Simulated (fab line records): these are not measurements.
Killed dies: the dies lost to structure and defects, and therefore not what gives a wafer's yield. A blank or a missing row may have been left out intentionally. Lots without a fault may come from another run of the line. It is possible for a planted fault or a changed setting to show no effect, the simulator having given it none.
Which tool was responsible? :: flow n5Finfet :: 27 wafers from 9 lots sampled at 6 of the route's 1938 steps

== WHAT THE GAUGES SHOWED, per wafer ==
N5_ILD0_THK_MEAS_04. Usual: thkNm reads 197.3 nm (standard deviation 1.1).
lot: L453
measured: day 4 00:46
on: filmMetro-02
thkNm (nm): 197.1 197.2 197.6
flag: 

lot: L454
measured: day 4 09:07
on: filmMetro-02
thkNm (nm): 197.9 194.7 197.3
flag: 

lot: L456
measured: day 5 04:50
on: filmMetro-02
thkNm (nm): 198.3 197.6 197.6
flag: 

lot: L469
measured: day 8 00:36
on: filmMetro-02
thkNm (nm): 197.9 197.7 198.9
flag: 

lot: L470
measured: day 8 08:53
on: filmMetro-01
thkNm (nm): 197.2 196.0 195.5
flag: 

lot: L471
measured: day 8 15:38
on: filmMetro-02
thkNm (nm): 197.6 199.0 198.7
flag: 

lot: L472
measured: day 8 20:06
on: filmMetro-01
thkNm (nm): 197.1 197.2 198.0
flag: 

lot: L473
measured: day 9 07:56
on: filmMetro-02
thkNm (nm): 197.3 195.9 197.0
flag: 

lot: L474
measured: day 9 11:44
on: filmMetro-01
thkNm (nm): 195.1 194.5 195.7
flag: 

N5_ILD0_THK_MEAS_13. Usual: thkNm reads 17.7 nm (standard deviation 1.1).
lot: L453
measured: day 4 04:17
on: filmMetro-01
thkNm (nm): 16.9 17.3 17.2
flag: 

lot: L454
measured: day 4 12:40
on: filmMetro-01
thkNm (nm): 17.4 17.0 17.2
flag: 

lot: L456
measured: day 5 08:42
on: filmMetro-01
thkNm (nm): 18.6 16.6 17.3
flag: 

lot: L469
measured: day 8 04:08
on: filmMetro-01
thkNm (nm): 19.3 18.9 18.1
flag: 

lot: L470
measured: day 8 12:55
on: filmMetro-01
thkNm (nm): 17.3 18.6 17.2
flag: 

lot: L471
measured: day 8 19:26
on: filmMetro-01
thkNm (nm): 16.3 15.7 18.1
flag: 

lot: L472
measured: day 9 00:14
on: filmMetro-01
thkNm (nm): 18.7 19.1 20.0
flag: 

lot: L473
measured: day 9 11:35
on: filmMetro-02
thkNm (nm): 17.9 18.6 18.5
flag: 

lot: L474
measured: day 9 15:17
on: filmMetro-02
thkNm (nm): 17.7 17.4 16.4
flag: 

N5_BEOL_M4_RC_MEAS_101. Usual: DIBL_N 36.2 mV/V, standard deviation 1.2; DIBL_P 36.3 mV/V, standard deviation 1.3; IOFF_N 0.155 nA/um, standard deviation 0.019; IOFF_P 0.210 nA/um, standard deviation 0.029; ION_N 677 uA/um, standard deviation 8.6; ION_P 465 uA/um, standard deviation 6.8; SS_N 71.4 mV/dec, standard deviation 0.48; SS_P 73.2 mV/dec, standard deviation 0.53; VT_N 249.9 mV, standard deviation 2.4; VT_P -250 mV, standard deviation 3.2.
lot: L453
measured: day 7 20:34
on: prober-02
DIBL_N (mV/V): 35.9 35.5 35.7
DIBL_P (mV/V): 36.3 36.4 36.2
IOFF_N (nA/um): 0.161 0.155 0.155
IOFF_P (nA/um): 0.233 0.227 0.229
ION_N (uA/um): 680 690 681
ION_P (uA/um): 471 476 472
SS_N (mV/dec): 71.5 70.4 70.8
SS_P (mV/dec): 73.6 72.9 73.7
VT_N (mV): 247.7 246.8 246.7
VT_P (mV): -247 -247 -248
flag: 

lot: L454
measured: day 8 20:08
on: prober-01
DIBL_N (mV/V): 34.5 34.6 34.0
DIBL_P (mV/V): 35.1 34.9 34.1
IOFF_N (nA/um): 0.138 0.140 0.121
IOFF_P (nA/um): 0.196 0.194 0.177
ION_N (uA/um): 682 670 664
ION_P (uA/um): 470 465 456
SS_N (mV/dec): 70.4 70.7 70.3
SS_P (mV/dec): 73.4 72.7 72.9
VT_N (mV): 250.0 251.1 253.0
VT_P (mV): -249 -251 -254
flag: 

lot: L456
measured: day 9 14:22
on: prober-02
DIBL_N (mV/V): 37.6 37.2 36.1
DIBL_P (mV/V): 37.0 36.6 35.7
IOFF_N (nA/um): 0.164 0.149 0.144
IOFF_P (nA/um): 0.198 0.181 0.183
ION_N (uA/um): 679 673 674
ION_P (uA/um): 458 457 465
SS_N (mV/dec): 71.6 71.4 71.0
SS_P (mV/dec): 73.7 74.1 73.3
VT_N (mV): 248.7 252.1 251.6
VT_P (mV): -252 -253 -251
flag: 

lot: L471
measured: day 13 15:44
on: prober-02
DIBL_N (mV/V): 34.4 35.5 35.8
DIBL_P (mV/V): 35.3 36.5 36.0
IOFF_N (nA/um): 0.122 0.139 0.135
IOFF_P (nA/um): 0.160 0.180 0.172
ION_N (uA/um): 668 681 664
ION_P (uA/um): 457 462 452
SS_N (mV/dec): 70.6 71.3 71.3
SS_P (mV/dec): 72.8 73.1 72.6
VT_N (mV): 253.7 249.6 249.5
VT_P (mV): -255 -254 -251
flag: 

lot: L472
measured: day 13 20:10
on: prober-02
DIBL_N (mV/V): 37.6 37.3 37.2
DIBL_P (mV/V): 36.5 37.1 36.3
IOFF_N (nA/um): 0.155 0.156 0.147
IOFF_P (nA/um): 0.207 0.218 0.203
ION_N (uA/um): 665 680 671
ION_P (uA/um): 457 465 467
SS_N (mV/dec): 71.7 71.6 71.3
SS_P (mV/dec): 72.6 72.3 73.1
VT_N (mV): 250.2 250.3 250.7
VT_P (mV): -250 -249 -249
flag: 

lot: L473
measured: day 14 17:31
on: prober-02
DIBL_N (mV/V): 36.7 36.6 37.7
DIBL_P (mV/V): 36.1 35.9 38.0
IOFF_N (nA/um): 0.170 0.166 0.184
IOFF_P (nA/um): 0.206 0.199 0.240
ION_N (uA/um): 676 676 690
ION_P (uA/um): 466 461 471
SS_N (mV/dec): 71.5 70.6 72.1
SS_P (mV/dec): 73.0 73.5 73.9
VT_N (mV): 247.0 250.3 245.6
VT_P (mV): -251 -252 -249
flag: 

lot: L474
measured: day 14 10:47
on: prober-02
DIBL_N (mV/V): 35.4 36.9 37.4
DIBL_P (mV/V): 33.4 35.5 36.0
IOFF_N (nA/um): 0.128 0.159 0.164
IOFF_P (nA/um): 0.159 0.188 0.199
ION_N (uA/um): 657 673 674
ION_P (uA/um): 451 459 458
SS_N (mV/dec): 70.9 71.7 71.9
SS_P (mV/dec): 72.4 72.8 73.6
VT_N (mV): 252.2 250.4 249.7
VT_P (mV): -254 -251 -252
flag: 

== WHICH TOOL RAN EACH LOT (tool, then ch and the chambers of the sampled wafers, then the start) ==
lot: L453
N5_SDB_ETCH_18: rieDiel-04 ch 0,3, day 4 04:58
N5_SDB_HM_OPEN_20: rieDiel-04 ch 0,3, day 4 05:07
N5_SDB_STRIP_22: plasmaAsher-02 ch 0, day 4 05:12

lot: L454
N5_SDB_ETCH_18: rieDiel-01 ch 2,3, day 4 13:20
N5_SDB_HM_OPEN_20: rieDiel-01 ch 2,3, day 4 13:30
N5_SDB_STRIP_22: plasmaAsher-02 ch 0,1, day 4 13:37

lot: L456
N5_SDB_ETCH_18: rieDiel-02 ch 0,1, day 5 09:22
N5_SDB_HM_OPEN_20: rieDiel-02 ch 0,1, day 5 09:32
N5_SDB_STRIP_22: plasmaAsher-02 ch 0,1, day 5 09:37

lot: L469
N5_SDB_ETCH_18: rieDiel-02 ch 1,2,3, day 8 04:49
N5_SDB_HM_OPEN_20: rieDiel-02 ch 1,2,3, day 8 05:11
N5_SDB_STRIP_22: plasmaAsher-02 ch 0,1, day 8 05:16

lot: L470
N5_SDB_ETCH_18: rieDiel-04 ch 2,3, day 8 13:28
N5_SDB_HM_OPEN_20: rieDiel-04 ch 2,3, day 8 13:37
N5_SDB_STRIP_22: plasmaAsher-01 ch 0,1, day 8 13:42

lot: L471
N5_SDB_ETCH_18: rieDiel-02 ch 1,2,3, day 8 20:09
N5_SDB_HM_OPEN_20: rieDiel-02 ch 1,2,3, day 8 20:19
N5_SDB_STRIP_22: plasmaAsher-01 ch 0,1, day 8 20:31

lot: L472
N5_SDB_ETCH_18: rieDiel-04 ch 1,2,3, day 9 00:47
N5_SDB_HM_OPEN_20: rieDiel-04 ch 1,2,3, day 9 00:56
N5_SDB_STRIP_22: plasmaAsher-01 ch 1, day 9 01:01

lot: L473
N5_SDB_ETCH_18: rieDiel-02 ch 1,2,3, day 9 12:50
N5_SDB_HM_OPEN_20: rieDiel-02 ch 1,2,3, day 9 12:59
N5_SDB_STRIP_22: plasmaAsher-01 ch 0,1, day 9 13:06

lot: L474
N5_SDB_ETCH_18: rieDiel-02 ch 0,1, day 9 15:57
N5_SDB_HM_OPEN_20: rieDiel-02 ch 0,1, day 9 16:07
N5_SDB_STRIP_22: plasmaAsher-02 ch 0, day 9 16:11
- N5_SDB_ETCH_18: etches SOC in N2/H2, target depth 100 nm, overetch 20 nm, time 150 s.
- N5_SDB_HM_OPEN_20: chemistry CH3F/O2, target SiNx, stops on poly-Si, target depth 24 nm.
- N5_SDB_STRIP_22: strips in N2/H2.

== WHAT THE TOOLS THEMSELVES READ (means of the sampled wafers that have a number; where no wafer has one, the mark that the record gives instead) ==
N5_SDB_ETCH_18. Usual: biasW 150.0 W, standard deviation 0.41; chamberPressureMTorr 29.998 mTorr, standard deviation 0.027; drypumpMotorCurrentA 5.4 A, standard deviation 0.4; oesProductAu 0.72 a.u., standard deviation 0.075; rfVppV 525.2 V, standard deviation 2; showerheadPlenumPTorr 2.59 Torr, standard deviation 0.064; tempC 39.99 C, standard deviation 0.11; throttleValvePct 17.83 %, standard deviation 0.24.
lot: L453
tool: rieDiel-04
biasW (W): 150.1
chamberPressureMTorr (mTorr): 29.960
drypumpMotorCurrentA (A): 5.7
oesProductAu (a.u.): 0.71
rfVppV (V): 524.2
showerheadPlenumPTorr (Torr): 2.54
tempC (C): 40.09
throttleValvePct (%): 17.77
flag: 

lot: L454
tool: rieDiel-01
biasW (W): 150.4
chamberPressureMTorr (mTorr): 29.973
drypumpMotorCurrentA (A): 6.0
oesProductAu (a.u.): 0.84
rfVppV (V): 526.9
showerheadPlenumPTorr (Torr): 2.63
tempC (C): 39.93
throttleValvePct (%): 17.50
flag: 

lot: L456
tool: rieDiel-02
biasW (W): 150.1
chamberPressureMTorr (mTorr): 29.985
drypumpMotorCurrentA (A): 5.4
oesProductAu (a.u.): 0.67
rfVppV (V): 525.8
showerheadPlenumPTorr (Torr): 2.62
tempC (C): 40.05
throttleValvePct (%): 18.18
flag: 

lot: L469
tool: rieDiel-02
biasW (W): -
chamberPressureMTorr (mTorr): -
drypumpMotorCurrentA (A): -
oesProductAu (a.u.): -
rfVppV (V): -
showerheadPlenumPTorr (Torr): -
tempC (C): -
throttleValvePct (%): -
flag: OFF

lot: L470
tool: rieDiel-04
biasW (W): -
chamberPressureMTorr (mTorr): -
drypumpMotorCurrentA (A): -
oesProductAu (a.u.): -
rfVppV (V): -
showerheadPlenumPTorr (Torr): -
tempC (C): -
throttleValvePct (%): -
flag: OFF

lot: L471
tool: rieDiel-02
biasW (W): 150.0
chamberPressureMTorr (mTorr): 30.006
drypumpMotorCurrentA (A): 5.1
oesProductAu (a.u.): 0.68
rfVppV (V): 526.2
showerheadPlenumPTorr (Torr): 2.57
tempC (C): 39.98
throttleValvePct (%): 17.83
flag: 

lot: L472
tool: rieDiel-04
biasW (W): 150.4
chamberPressureMTorr (mTorr): 29.999
drypumpMotorCurrentA (A): 5.5
oesProductAu (a.u.): 0.77
rfVppV (V): 523.8
showerheadPlenumPTorr (Torr): 2.55
tempC (C): 39.92
throttleValvePct (%): 17.80
flag: 

lot: L473
tool: rieDiel-02
biasW (W): 150.1
chamberPressureMTorr (mTorr): 30.029
drypumpMotorCurrentA (A): 5.1
oesProductAu (a.u.): 0.68
rfVppV (V): 525.5
showerheadPlenumPTorr (Torr): 2.57
tempC (C): 40.02
throttleValvePct (%): 17.83
flag: 

lot: L474
tool: rieDiel-02
biasW (W): 150.4
chamberPressureMTorr (mTorr): 30.003
drypumpMotorCurrentA (A): 5.4
oesProductAu (a.u.): 0.65
rfVppV (V): 524.4
showerheadPlenumPTorr (Torr): 2.60
tempC (C): 40.07
throttleValvePct (%): 18.24
flag: 

N5_SDB_HM_OPEN_20. Usual: drypumpMotorCurrentA 5.4 A, standard deviation 0.4; oesProductAu 0.66 a.u., standard deviation 0.07; rfVppV 298 V, standard deviation 3.9; showerheadPlenumPTorr 2.03 Torr, standard deviation 0.05; throttleValvePct 16.35 %, standard deviation 0.21.
lot: L453
tool: rieDiel-04
drypumpMotorCurrentA (A): 5.7
oesProductAu (a.u.): 0.64
rfVppV (V): 296
showerheadPlenumPTorr (Torr): 2.00
throttleValvePct (%): 16.39
flag: 

lot: L454
tool: rieDiel-01
drypumpMotorCurrentA (A): 6.0
oesProductAu (a.u.): 0.77
rfVppV (V): 300
showerheadPlenumPTorr (Torr): 2.07
throttleValvePct (%): 16.05
flag: 

lot: L456
tool: rieDiel-02
drypumpMotorCurrentA (A): 5.3
oesProductAu (a.u.): 0.61
rfVppV (V): 298
showerheadPlenumPTorr (Torr): 2.05
throttleValvePct (%): 16.64
flag: 

lot: L469
tool: rieDiel-02
drypumpMotorCurrentA (A): 5.1
oesProductAu (a.u.): 0.29
rfVppV (V): 300
showerheadPlenumPTorr (Torr): 2.03
throttleValvePct (%): 16.37
flag: OFF

lot: L470
tool: rieDiel-04
drypumpMotorCurrentA (A): 5.5
oesProductAu (a.u.): 0.32
rfVppV (V): 294
showerheadPlenumPTorr (Torr): 2.03
throttleValvePct (%): 16.30
flag: OFF

lot: L471
tool: rieDiel-02
drypumpMotorCurrentA (A): 5.1
oesProductAu (a.u.): 0.62
rfVppV (V): 300
showerheadPlenumPTorr (Torr): 2.03
throttleValvePct (%): 16.39
flag: 

lot: L472
tool: rieDiel-04
drypumpMotorCurrentA (A): 5.5
oesProductAu (a.u.): 0.71
rfVppV (V): 294
showerheadPlenumPTorr (Torr): 2.00
throttleValvePct (%): 16.30
flag: 

lot: L473
tool: rieDiel-02
drypumpMotorCurrentA (A): 5.1
oesProductAu (a.u.): 0.63
rfVppV (V): 300
showerheadPlenumPTorr (Torr): 2.03
throttleValvePct (%): 16.42
flag: 

lot: L474
tool: rieDiel-02
drypumpMotorCurrentA (A): 5.4
oesProductAu (a.u.): 0.60
rfVppV (V): 297
showerheadPlenumPTorr (Torr): 2.04
throttleValvePct (%): 16.70
flag: 

N5_SDB_STRIP_22. Usual: drypumpMotorCurrentA 6.0 A, standard deviation 0.56; heaterPowerW 315 W, standard deviation 28; oesProductAu 0.715 a.u., standard deviation 0.0045; stripTimeToEndpointS 96.14 s, standard deviation 0.29; tempC 250.00 C, standard deviation 0.18.
lot: L453
tool: plasmaAsher-02
drypumpMotorCurrentA (A): 6.7
heaterPowerW (W): 297
oesProductAu (a.u.): 0.711
stripTimeToEndpointS (s): 96.02
tempC (C): 249.99
flag: 

lot: L454
tool: plasmaAsher-02
drypumpMotorCurrentA (A): 6.2
heaterPowerW (W): 302
oesProductAu (a.u.): 0.718
stripTimeToEndpointS (s): 96.16
tempC (C): 250.07
flag: 

lot: L456
tool: plasmaAsher-02
drypumpMotorCurrentA (A): 5.8
heaterPowerW (W): 300
oesProductAu (a.u.): 0.713
stripTimeToEndpointS (s): 96.28
tempC (C): 250.17
flag: 

lot: L469
tool: plasmaAsher-02
drypumpMotorCurrentA (A): 6.2
heaterPowerW (W): 299
oesProductAu (a.u.): 0.715
stripTimeToEndpointS (s): 96.09
tempC (C): 250.06
flag: 

lot: L470
tool: plasmaAsher-01
drypumpMotorCurrentA (A): 5.9
heaterPowerW (W): 355
oesProductAu (a.u.): 0.714
stripTimeToEndpointS (s): 96.39
tempC (C): 250.01
flag: 

lot: L471
tool: plasmaAsher-01
drypumpMotorCurrentA (A): 6.2
heaterPowerW (W): 334
oesProductAu (a.u.): 0.719
stripTimeToEndpointS (s): 96.02
tempC (C): 249.89
flag: 

lot: L472
tool: plasmaAsher-01
drypumpMotorCurrentA (A): 5.6
heaterPowerW (W): 371
oesProductAu (a.u.): 0.708
stripTimeToEndpointS (s): 95.83
tempC (C): 250.10
flag: 

lot: L473
tool: plasmaAsher-01
drypumpMotorCurrentA (A): 6.2
heaterPowerW (W): 336
oesProductAu (a.u.): 0.713
stripTimeToEndpointS (s): 96.29
tempC (C): 249.91
flag: 

lot: L474
tool: plasmaAsher-02
drypumpMotorCurrentA (A): 6.6
heaterPowerW (W): 299
oesProductAu (a.u.): 0.720
stripTimeToEndpointS (s): 96.29
tempC (C): 250.00
flag: 

== THE ANSWER, worked out from the rows above alone ==
Rule: take the mean of a lot's wafers that have a number; if it is more than 3 standard deviations from the usual mean, the lot is off. Also off: a lot with no number at a reading for which 4 or more lots have one. All remaining lots with rows at the step are treated as sound. First the gauges in route order, then the tools' own readings, where a lot's mean is used as printed above. The first step at which some lot is off is used, and at that step the reading that is off furthest; a lot without a number counts as furthest.
Off, at N5_SDB_ETCH_18 on biasW: L469, L470. Without a number there: L469, L470.
A tool fits if, at that step or a process step before it, it ran every lot that is off, and no sound lot after the first of them. None of those tried fits.

== WHAT THE SIMULATOR PUT IN ==
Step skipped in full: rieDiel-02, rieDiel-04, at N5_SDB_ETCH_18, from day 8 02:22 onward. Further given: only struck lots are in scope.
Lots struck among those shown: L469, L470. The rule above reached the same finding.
